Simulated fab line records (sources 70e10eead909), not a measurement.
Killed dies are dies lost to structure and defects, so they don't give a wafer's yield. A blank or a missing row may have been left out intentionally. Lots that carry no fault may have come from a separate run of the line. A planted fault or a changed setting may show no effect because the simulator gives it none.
fab line records	flow nand-harc
record: lots: 12	wafers: 36	last-day: 25
route steps=1159 shown P_ZERO_WELL@12 P_STI@87
lots that met no fault: taken from a fault-free run of the same line
start-h: hours from the record's first day to the start of the lot's first wafer shown	wait-h: hours from the lot's prior step to this one	" same as the row above	L1.1+2: a row that stands for several wafers	- either no value or no given start	* or withheld: withheld	< > ~ a bound
route shown NAME@n: a module of which the file shows steps, and the number in the route of the first	usual: mean/standard deviation of fault-free wafers	same: alike in all rows	chamber/n: place in a boat	sites: readings site by site	_std_site: how widely they spread, as a standard deviation	_edge_site: the outer-site mean with the inner-site mean subtracted	radius-mm: how far each site lies from the wafer's centre	mask NAME#n: copy n	behind: the most recent tool/chamber to have shaped the wafer	hold: why the lot was held/for how many hours/how that ended	device: transistor that didn't switch, given as n, p or np	end of line: the route-end tests of the same wafers	a step given without rows: its recipe and nothing more	killed: at the first sort, the dies lost to defects and structure; wafer yield is something else	map: per-die view of a wafer (x killed, . not killed, _ where there is no die)
set.NAME: setting as actually run; set.NAME@STEP: the setting as run at that earlier step	model.NAME: the simulator's own value behind a step, which no gauge read
a sample of lots followed through the steps of the route, with each step as a table and each wafer as a row
services: when a tool's chamber went out of use (start-h, in hours from the record's first day, below 0 if earlier), for how many hours, and the reason
== steps ==
step: NHARC_P_ZERO_WELL_PEB_09
recipe: peb-temp-c: 128	peb-time-s: 80
usual: heater-power-total-W: 189.8/0.76
lot.wafer	tool	chamber	start-h	wait-h	heater-power-total-W
L817.1	litho-track-03	0	13.05	0.1	190.7
L817.2	"	0	"	"	189.3
L817.5	"	0	"	"	189.5
L819.1	litho-track-02	0	25.03	0.1	190.6
L819.5	"	0	"	"	189.4
L819.6	"	0	"	"	189.0
L823.1	litho-track-03	0	49.16	0.1	189.9
L823.5	"	0	"	"	189.2
L823.6	"	0	"	"	189.6
L825.2	litho-track-03	0	61.16	0.1	189.8
L825.3	"	0	"	"	194.9
L825.5	"	0	"	"	190.3
L828.2	litho-track-03	0	79.39	0.1	188.8
L828.3	"	0	"	"	194.9
L828.6	"	0	"	"	188.8
L831.3	litho-track-02	0	97.63	0.1	190.6
L831.5	"	0	"	"	188.8
L831.6	"	0	"	"	190.0
L834.1	litho-track-05	0	115.56	0.1	190.1
L834.3	"	0	"	"	190.7
L834.4	"	0	"	"	189.6
L835.2	litho-track-05	0	121.07	0.1	190.8
L835.4	"	0	"	"	190.9
L835.5	"	0	"	"	190.6
L837.3	litho-track-05	0	133.15	0.1	188.7
L837.4	"	0	"	"	190.6
L837.5	"	0	"	"	190.7
L838.1	litho-track-02	0	139.05	0.1	189.8
L838.2	"	0	"	"	190.6
L838.4	"	0	"	"	190.1
L839.3	litho-track-03	0	145.05	0.1	190.7
L839.5	"	0	"	"	189.5
L839.6	"	0	"	"	190.6
L840.1	litho-track-02	0	151.17	0.1	189.1
L840.5	"	0	"	"	190.6
L840.6	"	0	"	"	190.7
step: NHARC_P_ZERO_WELL_ETCH_65
recipe: target-depth-a: 800	overetch-a: 240	time-s: 87.88	ion-energy-ev: 200	n2-flow-sccm: 150	h2-flow-sccm: 150	ar-flow-sccm: 0	rf-w: 400	bias-w: 150	chemistry: N2/H2
usual: drypump-motor-current-A: 5.4/0.38	oes-product-au: 0.999/0.0094	rf-fwd-power-W: 397.2/1.6	rf-vpp-V: 430.3/2.7	showerhead-plenum-p-Torr: 2.03/0.093	throttle-valve-pct: 14.172/0.0095
lot.wafer	tool	chamber	start-h	wait-h	drypump-motor-current-A	oes-product-au	rf-fwd-power-W	rf-hours-counter-h	rf-vpp-V	showerhead-plenum-p-Torr	throttle-valve-pct
L817.2	rie-diel-07	1	13.37	0.1	5.4	1.004	395.0	9	428.0	1.93	14.188
L817.1	"	3	"	"	6.3	0.996	397.7	10	427.9	1.95	14.156
L817.5	"	2	"	"	5.4	1.012	398.2	-	430.1	2.06	14.144
L819.1	rie-diel-05	3	25.37	0.1	5.1	0.991	393.2	3	435.0	2.16	14.164
L819.5	"	1	"	"	5.3	0.996	397.1	-	427.6	1.96	14.174
L819.6	"	2	"	"	5.1	1.004	395.2	-	434.5	2.19	14.147
L823.1	rie-diel-07	2	49.50	0.1	5.4	0.997	398.0	13	431.9	2.06	14.176
L823.5	"	0	"	"	5.0	0.995	397.0	-	430.8	2.05	14.178
L823.6	"	1	"	"	5.4	0.986	393.2	-	426.3	1.93	14.189
L825.3	rie-diel-07	0	61.49	0.1	5.1	0.991	398.4	0	429.0	2.05	14.172
L825.2	"	1	"	"	5.4	0.992	397.1	0	427.1	1.93	14.182
L825.5	"	0	"	"	5.1	0.997	397.8	-	430.5	2.05	14.171
L828.2	rie-diel-05	0	79.72	0.1	5.5	1.019	397.6	6	431.3	2.10	14.169
L828.3	"	1	"	"	5.3	0.995	396.6	7	428.2	1.96	14.168
L828.6	"	3	"	"	5.2	0.992	393.5	-	435.4	2.16	14.164
L831.3	rie-diel-07	3	97.96	0.1	6.3	0.993	395.5	2	428.6	1.95	14.177
L831.6	"	1	"	"	5.4	0.995	397.4	-	427.9	1.92	14.159
L831.5	"	2	"	"	5.4	1.023	397.1	-	432.7	2.06	14.190
L834.3	rie-diel-07	3	115.88	0.1	6.3	0.994	398.0	3	428.3	1.95	14.174
L834.1	"	0	"	"	5.1	0.998	398.1	3	429.9	2.04	14.173
L834.4	"	2	"	"	5.4	1.006	398.1	4	431.8	2.06	14.184
L835.4	rie-diel-13	2	121.41	0.1	5.3	0.996	397.7	0	431.8	2.14	14.189
L835.2	"	0	"	"	5.8	0.991	398.8	1	429.5	1.96	14.167
L835.5	"	2	"	"	5.3	1.001	398.0	-	434.3	2.14	14.170
L837.3	rie-diel-13	3	133.48	0.1	5.6	0.997	395.5	2	427.8	1.91	14.165
L837.4	"	2	"	"	5.3	0.999	397.2	2	434.6	2.14	14.167
L837.5	"	0	"	"	5.8	1.005	399.2	-	429.1	1.96	14.170
L838.1	rie-diel-05	3	139.40	0.1	5.2	0.991	396.4	12	432.5	2.16	14.158
L838.2	"	0	"	"	5.5	1.015	400.4	11	433.0	2.10	14.185
L838.4	"	3	"	"	5.1	0.992	395.2	-	433.6	2.16	14.177
L839.3	rie-diel-05	0	145.40	0.1	5.5	1.006	396.0	11	432.8	2.10	14.191
L839.6	"	3	"	"	5.1	0.988	396.0	-	433.8	2.16	14.174
L839.5	"	2	"	"	5.1	1.000	395.3	-	435.7	2.18	14.161
L840.1	rie-diel-07	0	151.51	0.1	5.1	0.994	396.4	6	431.2	2.04	14.161
L840.6	"	1	"	"	5.4	0.996	394.8	-	425.9	1.92	14.180
L840.5	"	3	"	"	6.3	0.988	398.4	-	427.3	1.95	14.162
step: NHARC_P_ZERO_WELL_DESCUM_54
recipe: time-s: 3	o2-flow-sccm: 200	ar-flow-sccm: 0	bias-power-w: 0	chemistry: O2
usual: drypump-motor-current-A: 5.4/0.34	oes-product-au: 1.000/0.0096	rf-vpp-V: 57.5/0.97	showerhead-plenum-p-Torr: 1.89/0.087	throttle-valve-pct: 11.310/0.0088
lot.wafer	tool	chamber	start-h	wait-h	drypump-motor-current-A	oes-product-au	rf-hours-counter-h	rf-vpp-V	showerhead-plenum-p-Torr	throttle-valve-pct
L817.2	rie-diel-13	3	17.81	-	5.6	0.993	4.4	57.0	1.80	11.305
L817.1	"	1	"	"	5.2	1.006	4.7	56.8	1.81	11.321
L817.5	"	2	"	"	5.3	1.003	-	59.4	2.01	11.306
L819.1	rie-diel-05	3	29.98	-	5.1	1.000	3.4	59.3	2.03	11.317
L819.6	"	0	"	"	5.5	1.010	-	58.2	1.97	11.320
L819.5	"	1	"	"	5.3	1.004	-	58.3	1.84	11.316
L823.1	rie-diel-05	2	53.95	-	5.1	1.004	5.2	57.4	2.05	11.307
L823.6	"	0	"	"	5.5	1.023	-	57.0	1.97	11.314
L823.5	"	1	"	"	5.3	0.991	-	57.7	1.84	11.314
L825.3	rie-diel-05	0	66.08	-	5.5	1.006	5.3	58.3	1.97	11.304
L825.2	"	2	"	"	5.1	1.000	6.2	58.4	2.05	11.308
L825.5	"	0	"	"	5.5	1.006	-	58.8	1.97	11.296
L828.3	rie-diel-13	3	84.28	-	5.5	0.992	9.6	56.9	1.80	11.302
L828.2	"	1	"	"	5.1	1.009	10.1	58.1	1.80	11.326
L828.6	"	3	"	"	5.6	0.991	-	57.3	1.80	11.323
L831.3	rie-diel-05	0	102.52	-	5.5	1.002	7.0	56.3	1.97	11.316
L831.5	"	1	"	"	5.3	0.994	-	56.7	1.84	11.311
L831.6	"	3	"	"	5.1	0.991	-	58.5	2.02	11.312
L834.1	rie-diel-07	2	120.34	-	5.4	1.010	3.9	57.1	1.93	11.303
L834.4	"	3	"	"	6.3	0.988	3.6	57.8	1.83	11.324
L834.3	"	0	"	"	5.1	0.990	3.3	57.4	1.92	11.312
L835.4	rie-diel-05	2	125.69	-	5.1	1.008	9.7	58.6	2.05	11.317
L835.2	"	3	"	"	5.1	0.991	11.1	57.8	2.02	11.291
L835.5	"	2	"	"	5.1	0.998	-	59.6	2.05	11.302
L837.4	rie-diel-07	2	137.90	-	5.4	1.013	6.1	59.7	1.93	11.319
L837.3	"	0	"	"	5.1	1.007	4.7	57.3	1.92	11.296
L837.5	"	1	"	"	5.4	1.004	-	58.3	1.81	11.305
L838.2	rie-diel-07	2	143.87	-	5.4	1.013	6.3	58.1	1.93	11.317
L838.1	"	3	"	"	6.3	1.008	5.5	58.5	1.83	11.314
L838.4	"	1	"	"	5.4	1.002	6.3	58.1	1.81	11.301
L839.3	rie-diel-13	0	149.89	-	5.7	1.004	3.3	57.7	1.84	11.310
L839.5	"	1	"	"	5.2	0.981	-	56.6	1.80	11.297
L839.6	"	2	"	"	5.3	0.987	-	58.0	2.00	11.325
L840.1	rie-diel-07	3	155.86	-	6.3	1.003	6.9	57.5	1.83	11.314
L840.6	"	3	"	"	6.3	0.997	-	57.2	1.83	11.312
L840.5	"	0	"	"	5.1	0.998	-	56.3	1.92	11.318
step: NHARC_P_STI_DESCUM_14
recipe: time-s: 3	o2-flow-sccm: 200	ar-flow-sccm: 0	bias-power-w: 0	chemistry: O2
usual: drypump-motor-current-A: 5.8/0.49	oes-product-au: 1.001/0.011	rf-vpp-V: 57.9/0.88	showerhead-plenum-p-Torr: 1.96/0.098	throttle-valve-pct: 11.312/0.0088
lot.wafer	tool	chamber	start-h	wait-h	drypump-motor-current-A	oes-product-au	rf-hours-counter-h	rf-vpp-V	showerhead-plenum-p-Torr	throttle-valve-pct
L817.1	rie-diel-10	2	37.94	-	5.3	0.991	0.9	58.3	1.95	11.316
L817.2	"	3	"	"	6.0	0.999	0.8	58.5	1.92	11.301
L817.5	"	0	"	"	6.3	0.987	-	59.0	2.02	11.312
L819.1	rie-diel-09	1	47.31	-	5.2	1.001	1.7	57.2	2.04	11.312
L819.6	"	0	"	"	5.6	1.003	-	57.9	2.07	11.320
L819.5	"	1	"	"	5.2	0.995	-	58.1	2.04	11.320
L823.1	rie-diel-10	3	73.44	-	6.0	0.999	4.1	57.1	1.92	11.310
L823.6	"	3	"	"	6.0	1.003	-	58.2	1.92	11.302
L823.5	"	0	"	"	6.3	0.995	-	58.4	2.02	11.318
L825.2	rie-diel-03	1	84.35	-	6.0	1.002	1.1	59.6	2.01	11.307
L825.3	"	2	"	"	6.2	1.011	1.0	58.1	2.07	11.303
L825.5	"	0	"	"	4.8	1.010	-	56.6	1.81	11.297
L828.2	rie-diel-10	3	101.54	-	6.1	1.012	5.2	57.9	1.92	11.311
L828.3	"	1	"	"	5.9	0.993	4.7	57.0	1.80	11.311
L828.6	"	1	"	"	5.9	0.985	-	56.3	1.80	11.298
L831.3	rie-diel-09	1	120.83	-	5.2	1.022	1.1	58.3	2.03	11.308
L831.6	"	2	"	"	6.5	0.994	-	58.5	2.06	11.329
L831.5	"	3	"	"	6.0	1.009	-	57.5	1.87	11.322
L834.3	rie-diel-10	2	137.65	-	5.3	0.986	8.9	57.4	1.95	11.313
L834.1	"	3	"	"	6.0	1.007	8.1	56.7	1.92	11.316
L834.4	"	2	"	"	5.3	0.991	-	57.2	1.95	11.322
L835.2	rie-diel-03	0	144.20	-	4.7	1.016	3.4	56.9	1.81	11.313
L835.4	"	2	"	"	6.2	1.007	2.6	57.6	2.07	11.327
L835.5	"	0	"	"	4.7	1.018	-	57.3	1.81	11.305
L838.2	rie-diel-10	2	159.39	-	5.3	0.990	9.8	58.0	1.95	11.302
L838.1	"	0	"	"	6.3	1.010	8.6	57.4	2.02	11.322
L838.4	"	1	"	"	5.9	0.981	7.9	57.3	1.80	11.319
L837.3	rie-diel-03	0	159.56	-	4.7	1.012	4.1	57.7	1.81	11.311
L837.5	"	0	"	"	4.7	1.019	-	57.5	1.81	11.317
L837.4	"	2	"	"	6.2	1.008	-	58.7	2.07	11.304
L840.1	rie-diel-10	0	170.46	-	6.4	0.997	9.0	58.1	2.02	11.313
L840.6	"	0	"	"	6.3	1.007	-	58.8	2.02	11.325
L840.5	"	1	"	"	5.9	0.983	-	57.4	1.80	11.289
L839.3	rie-diel-09	2	170.50	-	6.5	0.993	2.0	58.7	2.06	11.303
L839.6	"	2	"	"	6.5	0.985	-	59.1	2.06	11.301
L839.5	"	3	"	"	6.0	1.018	-	57.7	1.87	11.306
== services ==
tool	chamber	start-h	hours	kind
litho-track-02	-	-10.00	7.0	pm
rie-diel-03	1	-9.65	2.8	repair
rie-diel-10	-	-0.50	9.0	pm
rie-diel-05	0	6.96	2.6	repair
rie-diel-10	1	22.60	26.9	repair
rie-diel-13	0	24.22	5.9	repair
litho-track-03	-	38.00	7.0	pm
rie-diel-07	1	38.47	7.5	repair
rie-diel-07	-	51.20	9.0	pm
rie-diel-13	2	60.79	9.2	repair
rie-diel-10	0	79.31	5.5	repair
rie-diel-07	0	92.64	4.2	repair
rie-diel-05	2	93.81	9.7	repair
rie-diel-13	2	96.32	3.0	repair
rie-diel-10	0	97.12	12.5	repair
rie-diel-13	-	99.03	9.0	pm
rie-diel-10	3	119.59	5.8	repair
rie-diel-13	-	121.65	1.4	repair
rie-diel-10	1	130.79	19.2	repair
rie-diel-05	1	139.05	24.2	repair
rie-diel-07	2	148.40	42.1	repair
rie-diel-13	-	162.34	0.3	repair
rie-diel-05	-	163.60	9.0	pm
litho-track-02	-	165.00	7.0	pm
== key ==
first-sign: step: NHARC_P_ZERO_WELL_PEB_09	reading: heater-power-total-W	direction: up	sigmas: 6.7	usual: *	struck: *
effect none on later readings
met-at NHARC_P_ZERO_WELL_PEB_09
struck-lots L825,L828
struck-wafers L825.3,L828.3
tester-left-out L825,L828
not-acting-at NHARC_P_ZERO_WELL_ETCH_65,NHARC_P_ZERO_WELL_DESCUM_54,NHARC_P_STI_DESCUM_14
onset-between 49.16 61.16
fault: kind: process-parameter-drift	tool: litho-track-03	chamber: -	onset-h: 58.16	steps: NHARC_P_ZERO_WELL_PEB_09	channel: peb-time-s	offset: *	shape: step	end-h: 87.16	scope: struck-wafers-only	acts-in: *	stated: *
tester-left-out: of these lots the tester's yield and bins aren't shown, on N5 and GAA mostly nor the transistor test; their killed dies are dies lost to structure and defects alone, not to doping, threshold or leakage, so they don't give the yield
